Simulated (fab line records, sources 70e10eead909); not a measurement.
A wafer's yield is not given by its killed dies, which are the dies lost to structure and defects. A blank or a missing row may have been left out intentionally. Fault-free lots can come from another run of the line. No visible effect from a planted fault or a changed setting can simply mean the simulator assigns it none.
fab line records | flow nand_harc
[record] lots = 24 wafers = 72 last_day = 33
route steps=1302 shown A_BLC@1132 A_M0@1156 A_M1@1189
lots that met no fault: taken from a fault-free run of the same line
start_h: start of the lot's first displayed wafer, in hours after the record's first day | wait_h: time in hours since the lot's previous step | " repeats the value in the row above | L1.1+2: a row that stands for several wafers | - either no value or no given start | * or withheld: withheld | < > ~ a bound
route shown NAME@n: names a module that has steps shown in the file, with the first one's number in the route | usual: mean and standard deviation over wafers with no fault | same: alike in all rows | chamber/n: place in a boat | sites: per-site readings | _std_site: their standard deviation | _edge_site: mean of outer sites minus mean of inner sites | radius_mm: how far each site lies from the wafer's centre | mask NAME#n: copy n | behind: the tool/chamber that last shaped the wafer | hold: the reason the lot was held/the length of the hold in hours/how it ended | device: whichever transistor did not switch (one of n, p or np) | end of line: tests of these same wafers at the route's end | a step given without rows: its recipe and nothing more | killed: dies that structure and defects cost at the first sort, which is not the same as the wafer's yield | map: per-die view of a wafer (x killed, . not killed, _ where there is no die)
set.NAME: the setting the step ran with; set.NAME@STEP: the setting that earlier step ran with | model.NAME: the simulator's own value behind a step, which no gauge read
a sample of lots followed through the steps of the route, with each step as a table and each wafer as a row
services: a tool's chamber out of use, with start hour (start_h, from the record's first day; less than 0 if before it), hours out, and reason
[[steps]]
[step NHARC_A_BLC_CVD_24]
[recipe] target_thk_a = 1500 temp_c = 300 pressure_torr = 40 wf6_flow_sccm = 40 h2_flow_sccm = 1600 ar_flow_sccm = 1560 time_s = 434 material = W
[usual] heater_power_w = 464/49 throttle_valve_pct = 7.76/0.2
[same] time_s = 434
// columns lot.wafer tool chamber start_h wait_h heater_power_w throttle_valve_pct
L074.2 cvd_w-01 1 - - 427 8.04
L074.3 " 0 " " 528 8.09
L074.6 " 0 " " 517 7.75
L075.2 cvd_w-02 0 - - 508 7.69
L075.5 " 1 " " 411 8.10
L075.6 " 0 " " 512 7.81
L078.2 cvd_w-02 0 - - 506 7.74
L078.3 " 1 " " 423 7.87
L078.6 " 1 " " 423 7.82
L077.1 cvd_w-02 0 - - 512 7.52
L077.3 " 1 " " 411 7.74
L077.4 " 0 " " 489 7.75
L076.1 cvd_w-02 1 - - 414 7.63
L076.4 " 0 " " 502 8.17
L076.3 " 1 " " 421 7.63
L079.2 cvd_w-02 0 - - 518 7.72
L079.3 " 1 " " 422 7.96
L079.6 " 1 " " 418 8.04
L081.2 cvd_w-01 0 - - 551 8.16
L081.1 " 1 " " 415 7.89
L081.6 " 1 " " 412 7.96
L080.4 cvd_w-02 1 - - 421 8.00
L080.5 " 0 " " 514 8.08
L080.6 " 1 " " 411 7.88
L082.1 cvd_w-01 1 - - 410 7.82
L082.4 " 1 " " 403 8.05
L082.6 " 0 " " 521 7.90
L084.1 cvd_w-01 1 - - 410 7.78
L084.2 " 0 " " 538 7.78
L084.6 " 0 " " 535 7.95
L083.1 cvd_w-01 1 - - 406 7.63
L083.4 " 0 " " 536 7.91
L083.6 " 1 " " 406 7.93
L085.2 cvd_w-01 0 - - 516 7.97
L085.1 " 1 " " 395 7.72
L085.6 " 1 " " 408 7.71
L086.2 cvd_w-01 1 - - 411 7.83
L086.3 " 1 " " 403 7.85
L086.5 " 1 " " 401 7.95
L089.4 cvd_w-02 0 - - 498 7.47
L089.5 " 0 " " 497 7.54
L089.6 " 1 " " 413 7.44
L087.3 cvd_w-01 0 - - 517 7.93
L087.4 " 1 " " 410 7.58
L087.5 " 1 " " 406 8.27
L088.1 cvd_w-02 0 - - 495 7.53
L088.4 " 0 " " 502 7.54
L088.3 " 1 " " 411 7.61
L090.1 cvd_w-02 0 - - 511 7.48
L090.3 " 1 " " 427 7.55
L090.6 " 0 " " 500 7.51
L092.4 cvd_w-02 0 - - 496 7.47
L092.3 " 1 " " 421 7.93
L092.6 " 0 " " 493 7.60
L091.1 cvd_w-02 1 - - 417 7.77
L091.4 " 1 " " 424 7.69
L091.5 " 1 " " 419 7.47
L095.2 cvd_w-02 1 - - 423 7.78
L095.4 " 1 " " 419 7.83
L095.3 " 0 " " 506 7.65
L093.2 cvd_w-02 1 - - 424 7.63
L093.4 " 1 " " 415 7.96
L093.5 " 1 " " 413 7.61
L094.4 cvd_w-02 0 - - 504 7.55
L094.5 " 1 " " 417 7.70
L094.6 " 0 " " 495 7.51
L096.4 cvd_w-02 0 - - 487 7.39
L096.5 " 0 " " 496 7.46
L096.6 " 0 " " 491 7.76
L097.3 cvd_w-02 1 - - 421 7.96
L097.4 " 0 " " 495 7.58
L097.5 " 1 " " 414 7.80
[step NHARC_A_M0_DEGAS_28]
[recipe] temp_c = 250 time_s = 60
[usual] heater_power_w = 319/24
[same] time_s = 60
// columns lot.wafer tool chamber start_h wait_h heater_power_w
L074.3 pvd_sputter-02 - 522.16 - 349
L074.2 " - " " 344
L074.6 " - " " 318
L075.2 pvd_sputter-01 - 526.03 - 293
L075.5 " - " " 315
L075.6 " - " " 283
L078.3 pvd_sputter-02 - 555.88 - 337
L078.2 " - " " 315
L078.6 " - " " 339
L077.1 pvd_sputter-03 - 556.30 - 315
L077.3 " - " " 278
L077.4 " - " " 315
L076.1 pvd_sputter-02 - 559.14 - 342
L076.4 " - " " 325
L076.3 " - " " 340
L079.2 pvd_sputter-01 - 569.14 - 331
L079.3 " - " " 330
L079.6 " - " " 326
L081.1 pvd_sputter-02 - 586.96 - 344
L081.2 " - " " 339
L081.6 " - " " 342
L080.4 pvd_sputter-03 - 587.21 - 288
L080.6 " - " " 320
L080.5 " - " " 291
L082.4 pvd_sputter-01 - 602.16 - 314
L082.1 " - " " 324
L082.6 " - " " 320
L084.2 pvd_sputter-03 - 628.28 - 323
L084.1 " - " " 285
L084.6 " - " " 326
L083.4 pvd_sputter-03 - 635.72 - 318
L083.1 " - " " 289
L083.6 " - " " 313
L085.2 pvd_sputter-03 - 641.12 - 323
L085.1 " - " " 319
L085.6 " - " " 288
L086.2 pvd_sputter-02 - 664.83 - 332
L086.3 " - " " 334
L086.5 " - " " 326
L089.4 pvd_sputter-02 - 668.63 - 354
L089.6 " - " " 310
L089.5 " - " " 328
L087.3 pvd_sputter-02 - 669.01 - 338
L087.4 " - " " 324
L087.5 " - " " 353
L088.1 pvd_sputter-03 - 675.41 - 320
L088.4 " - " " 310
L088.3 " - " " 293
L090.3 pvd_sputter-01 - 681.99 - 354
L090.1 " - " " 328
L090.6 " - " " 331
L092.4 pvd_sputter-02 - 706.00 - 330
L092.3 " - " " 329
L092.6 " - " " 326
L091.4 pvd_sputter-01 - 706.49 - 315
L091.1 " - " " 291
L091.5 " - " " 282
L095.2 pvd_sputter-03 - 721.40 - 307
L095.3 " - " " 297
L095.4 " - " " 327
L093.4 pvd_sputter-01 - 723.02 - 344
L093.2 " - " " 336
L093.5 " - " " 312
L094.4 pvd_sputter-02 - 726.64 - 327
L094.5 " - " " 347
L094.6 " - " " 305
L096.4 pvd_sputter-03 - 738.28 - 314
L096.5 " - " " 314
L096.6 " - " " 299
L097.4 pvd_sputter-03 - 752.36 - 336
L097.3 " - " " 301
L097.5 " - " " 323
[step NHARC_A_M0_PRE_CLEAN_31]
[recipe] time_s = 12 temp_c = 370 rf_power_w = 300 gas = NH3
[usual] heater_power_w = 666/110 rf_fwd_power_W = 292.7/0.82
[same] time_s = 12
// columns lot.wafer tool chamber start_h wait_h heater_power_w rf_fwd_power_W
L074.3 pecvd-03 2 523.77 0.1 828 292.3
L074.2 " 1 " " 849 292.5
L074.6 " 2 " " 826 291.3
L075.2 pecvd-02 0 527.68 0.1 542 292.1
L075.5 " 2 " " 648 291.9
L075.6 " 0 " " 544 292.8
L078.2 pecvd-02 2 558.22 0.8 573 291.9
L078.3 " 0 " " 641 295.3
L078.6 " 2 " " 611 292.0
L077.1 pecvd-04 0 558.41 0.6 628 292.0
L077.3 " 1 " " 697 294.2
L077.4 " 2 " " 467 292.2
L076.3 pecvd-03 1 560.79 0.1 795 293.8
L076.1 " 2 " " 699 292.2
L076.4 " 2 " " 692 293.7
L079.3 pecvd-02 0 570.79 0.1 629 291.7
L079.2 " 2 " " 595 291.9
L079.6 " 0 " " 632 293.3
L081.1 pecvd-04 2 588.57 0.1 535 293.6
L081.2 " 1 " " 682 292.9
L081.6 " 2 " " 542 293.1
L080.5 pecvd-03 2 588.89 0.1 796 293.1
L080.6 " 0 " " 525 293.1
L080.4 " 1 " " 859 292.0
L082.1 pecvd-04 1 603.84 0.1 691 292.6
L082.4 " 2 " " 486 291.8
L082.6 " 1 " " 709 293.7
L084.1 pecvd-02 2 629.90 0.1 689 293.8
L084.2 " 1 " " 585 291.8
L084.6 " 1 " " 588 291.8
L083.1 pecvd-03 0 637.44 0.2 584 293.8
L083.4 " 2 " " 753 293.9
L083.6 " 1 " " 869 292.6
L085.1 pecvd-03 1 642.75 0.1 720 293.0
L085.2 " 0 " " 585 293.5
L085.6 " 0 " " 592 292.4
L086.3 pecvd-02 2 666.47 0.1 598 292.5
L086.2 " 0 " " 541 293.3
L086.5 " 1 " " 658 293.4
L089.4 pecvd-03 0 670.47 0.1 602 294.5
L089.5 " 1 " " 864 293.3
L089.6 " 2 " " 836 293.1
L087.3 pecvd-04 0 670.75 0.1 655 292.0
L087.4 " 1 " " 664 292.2
L087.5 " 2 " " 466 293.4
L088.1 pecvd-04 1 677.04 0.1 641 291.8
L088.3 " 2 " " 456 290.6
L088.4 " 2 " " 450 291.7
L090.3 pecvd-02 0 683.67 0.1 633 292.1
L090.1 " 1 " " 578 291.7
L090.6 " 0 " " 640 292.7
L092.3 pecvd-03 1 707.67 0.1 745 293.4
L092.4 " 0 " " 559 293.9
L092.6 " 1 " " 744 292.8
L091.1 pecvd-03 2 708.18 0.1 718 292.0
L091.4 " 2 " " 724 292.3
L091.5 " 1 " " 821 293.9
L095.2 pecvd-03 2 723.02 0.1 676 292.5
L095.3 " 1 " " 887 292.7
L095.4 " 1 " " 860 292.4
L093.2 pecvd-03 0 724.65 0.1 594 293.8
L093.5 " 2 " " 784 294.4
L093.4 " 0 " " 603 293.7
L094.4 pecvd-03 1 728.27 0.1 837 292.9
L094.6 " 2 " " 831 292.3
L094.5 " 0 " " 590 293.0
L096.5 pecvd-02 2 739.92 0.1 577 292.8
L096.6 " 0 " " 634 290.9
L096.4 " 1 " " 589 292.8
L097.3 pecvd-03 2 754.01 0.1 771 292.6
L097.4 " 0 " " 622 291.2
L097.5 " 2 " " 774 293.2
[step NHARC_A_M1_DEGAS_29]
[recipe] temp_c = 250 time_s = 60
[usual] heater_power_w = 321/24
[same] time_s = 60
// columns lot.wafer tool chamber start_h wait_h heater_power_w
L074.3 pvd_sputter-02 - 526.31 - 328
L074.2 " - " " 339
L074.6 " - " " 322
L075.2 pvd_sputter-02 - 530.24 - 377
L075.5 " - " " 324
L075.6 " - " " 348
L078.2 pvd_sputter-03 - 560.79 - 277
L078.3 " - " " 289
L078.6 " - " " 329
L077.4 pvd_sputter-01 - 562.50 - 332
L077.3 " - " " 315
L077.1 " - " " 280
L076.4 pvd_sputter-02 - 563.19 - 318
L076.3 " - " " 351
L076.1 " - " " 388
L079.2 pvd_sputter-02 - 573.32 - 336
L079.3 " - " " 343
L079.6 " - " " 348
L081.1 pvd_sputter-03 - 591.11 - 289
L081.2 " - " " 320
L081.6 " - " " 320
L080.4 pvd_sputter-02 - 591.39 - 337
L080.5 " - " " 385
L080.6 " - " " 313
L082.4 pvd_sputter-03 - 606.34 - 291
L082.1 " - " " 326
L082.6 " - " " 293
L084.1 pvd_sputter-01 - 632.77 - 323
L084.2 " - " " 337
L084.6 " - " " 289
L083.1 pvd_sputter-01 - 639.94 - 330
L083.4 " - " " 324
L083.6 " - " " 330
L085.1 pvd_sputter-01 - 645.18 - 311
L085.2 " - " " 345
L085.6 " - " " 314
L086.2 pvd_sputter-03 - 668.98 - 287
L086.3 " - " " 318
L086.5 " - " " 291
L089.4 pvd_sputter-01 - 672.82 - 340
L089.5 " - " " 284
L089.6 " - " " 339
L087.3 pvd_sputter-01 - 673.26 - 315
L087.4 " - " " 276
L087.5 " - " " 287
L088.1 pvd_sputter-02 - 679.60 - 317
L088.4 " - " " 338
L088.3 " - " " 343
L090.1 pvd_sputter-03 - 686.19 - 318
L090.3 " - " " 313
L090.6 " - " " 288
L092.4 pvd_sputter-02 - 710.04 - 338
L092.3 " - " " 352
L092.6 " - " " 342
L091.4 pvd_sputter-02 - 710.71 - 313
L091.1 " - " " 333
L091.5 " - " " 305
L095.4 pvd_sputter-03 - 725.56 - 304
L095.2 " - " " 310
L095.3 " - " " 290
L093.4 pvd_sputter-01 - 727.04 - 328
L093.2 " - " " 304
L093.5 " - " " 284
L094.4 pvd_sputter-01 - 730.90 - 284
L094.5 " - " " 317
L094.6 " - " " 289
L096.4 pvd_sputter-03 - 742.48 - 324
L096.5 " - " " 294
L096.6 " - " " 323
L097.4 pvd_sputter-02 - 756.49 - 342
L097.3 " - " " 332
L097.5 " - " " 353
[step NHARC_A_M1_PRE_CLEAN_30]
[recipe] time_s = 30 temp_c = 280 gas = H2/He
[usual] heater_power_w = 394/31
[same] time_s = 30
// columns lot.wafer tool chamber start_h wait_h heater_power_w
L074.3 pvd_sputter-02 - - - 400
L074.2 " - " " 416
L074.6 " - " " 424
L075.2 pvd_sputter-02 - - - 390
L075.5 " - " " 397
L075.6 " - " " 435
L078.2 pvd_sputter-03 - - - 385
L078.3 " - " " 349
L078.6 " - " " 386
L077.1 pvd_sputter-01 - - - 399
L077.4 " - " " 381
L077.3 " - " " 347
L076.1 pvd_sputter-02 - - - 474
L076.3 " - " " 385
L076.4 " - " " 428
L079.2 pvd_sputter-02 - - - 416
L079.3 " - " " 481
L079.6 " - " " 399
L081.2 pvd_sputter-03 - - - 399
L081.1 " - " " 358
L081.6 " - " " 383
L080.4 pvd_sputter-02 - - - 479
L080.5 " - " " 419
L080.6 " - " " 479
L082.1 pvd_sputter-03 - - - 349
L082.4 " - " " 397
L082.6 " - " " 393
L084.1 pvd_sputter-01 - - - 418
L084.2 " - " " 401
L084.6 " - " " 423
L083.4 pvd_sputter-01 - - - 391
L083.1 " - " " 348
L083.6 " - " " 404
L085.2 pvd_sputter-01 - - - 409
L085.1 " - " " 416
L085.6 " - " " 428
L086.2 pvd_sputter-03 - - - 390
L086.3 " - " " 355
L086.5 " - " " 384
L089.4 pvd_sputter-01 - - - 423
L089.6 " - " " 403
L089.5 " - " " 384
L087.4 pvd_sputter-01 - - - 402
L087.3 " - " " 346
L087.5 " - " " 393
L088.3 pvd_sputter-02 - - - 375
L088.1 " - " " 411
L088.4 " - " " 412
L090.3 pvd_sputter-03 - - - 391
L090.1 " - " " 357
L090.6 " - " " 388
L092.3 pvd_sputter-02 - - - 409
L092.4 " - " " 379
L092.6 " - " " 425
L091.4 pvd_sputter-02 - - - 409
L091.1 " - " " 426
L091.5 " - " " 381
L095.4 pvd_sputter-03 - - - 379
L095.3 " - " " 373
L095.2 " - " " 362
L093.4 pvd_sputter-01 - - - 343
L093.2 " - " " 397
L093.5 " - " " 358
L094.4 pvd_sputter-01 - - - 394
L094.6 " - " " 382
L094.5 " - " " 346
L096.4 pvd_sputter-03 - - - 383
L096.5 " - " " 373
L096.6 " - " " 367
L097.4 pvd_sputter-02 - - - 411
L097.3 " - " " 419
L097.5 " - " " 380
[step NHARC_A_M1_THK_MEAS_24]
[recipe] thk_meas_gauge = xrf
[usual] thk_nm = 154.4/1.8
// columns lot.wafer tool chamber start_h wait_h thk_nm
L074.2 film_metro-02 - 527.74 - 152.8
L074.3 " - " " 153.3
L074.6 " - " " 154.8
L075.2 film_metro-02 - 531.62 - 154.4
L075.5 " - " " 152.9
L075.6 " - " " 151.8
L078.2 film_metro-01 - 562.18 - 155.4
L078.3 " - " " 153.1
L078.6 " - " " 151.5
L077.1 film_metro-02 - 563.90 - 152.1
L077.3 " - " " 155.1
L077.4 " - " " 153.7
L076.1 film_metro-01 - 564.59 - 153.7
L076.3 " - " " 155.5
L076.4 " - " " 153.4
L079.2 film_metro-02 - 574.71 - 155.6
L079.3 " - " " 157.7
L079.6 " - " " 156.8
L081.1 film_metro-02 - 592.51 - 154.2
L081.2 " - " " 154.7
L081.6 " - " " 156.0
L080.4 film_metro-01 - 592.78 - 154.0
L080.5 " - " " 154.5
L080.6 " - " " 153.1
L082.1 film_metro-01 - 607.74 - 155.5
L082.4 " - " " 153.4
L082.6 " - " " 155.5
L084.1 film_metro-01 - 634.17 - 155.5
L084.2 " - " " 154.8
L084.6 " - " " 153.7
L083.1 film_metro-01 - 641.35 - 154.1
L083.4 " - " " 149.8
L083.6 " - " " 152.8
L085.1 film_metro-01 - 646.57 - 151.9
L085.2 " - " " 152.7
L085.6 " - " " 151.3
L086.2 film_metro-01 - 670.68 - 154.7
L086.3 " - " " 152.3
L086.5 " - " " 154.8
L089.4 film_metro-02 - 674.21 - 155.2
L089.5 " - " " 154.1
L089.6 " - " " 155.7
L087.3 film_metro-02 - 674.66 - 157.0
L087.4 " - " " 154.1
L087.5 " - " " 155.6
L088.1 film_metro-01 - 680.99 - 155.8
L088.3 " - " " 157.3
L088.4 " - " " 153.9
L090.1 film_metro-01 - 687.59 - 152.6
L090.3 " - " " 155.0
L090.6 " - " " 156.0
L092.3 film_metro-01 - 711.43 - 154.2
L092.4 " - " " 154.0
L092.6 " - " " 155.5
L091.1 film_metro-01 - 712.11 - 152.8
L091.4 " - " " 154.0
L091.5 " - " " 152.3
L095.2 film_metro-02 - 726.96 - 154.5
L095.3 " - " " 152.3
L095.4 " - " " 153.9
L093.2 film_metro-01 - 728.43 - 150.2
L093.4 " - " " 153.5
L093.5 " - " " 151.3
L094.4 film_metro-01 - 732.31 - 155.4
L094.5 " - " " 152.4
L094.6 " - " " 157.3
L096.4 film_metro-01 - 743.88 - 156.0
L096.5 " - " " 155.6
L096.6 " - " " 153.7
L097.3 film_metro-02 - 757.89 - 153.5
L097.4 " - " " 156.5
L097.5 " - " " 155.4
[[services]]
// columns tool chamber start_h hours kind
pvd_sputter-03 - 498.94 1.9 repair
pvd_sputter-03 - 526.01 10.0 pm
cvd_w-01 - 547.00 13.0 pm
pecvd-03 - 547.48 13.0 pm
pvd_sputter-03 - 551.68 0.6 repair
pvd_sputter-03 - 558.85 0.9 repair
pvd_sputter-03 - 562.84 2.1 repair
pvd_sputter-03 - 571.23 4.5 repair
cvd_w-01 0 578.20 1.6 repair
pvd_sputter-01 - 585.81 10.0 pm
pecvd-02 - 589.00 13.0 pm
cvd_w-02 - 593.02 2.1 repair
cvd_w-02 1 611.35 8.6 repair
pvd_sputter-03 - 628.77 1.0 repair
cvd_w-02 - 631.24 13.0 pm
pvd_sputter-02 - 638.33 10.0 pm
pvd_sputter-01 - 657.84 2.3 repair
cvd_w-01 0 668.02 10.6 repair
pvd_sputter-01 - 674.27 1.3 repair
pvd_sputter-03 - 704.01 10.0 pm
cvd_w-02 1 724.30 13.9 repair
cvd_w-01 - 728.00 13.0 pm
pecvd-03 - 728.57 13.0 pm
cvd_w-02 - 750.37 2.2 repair
[[key]]
fault none
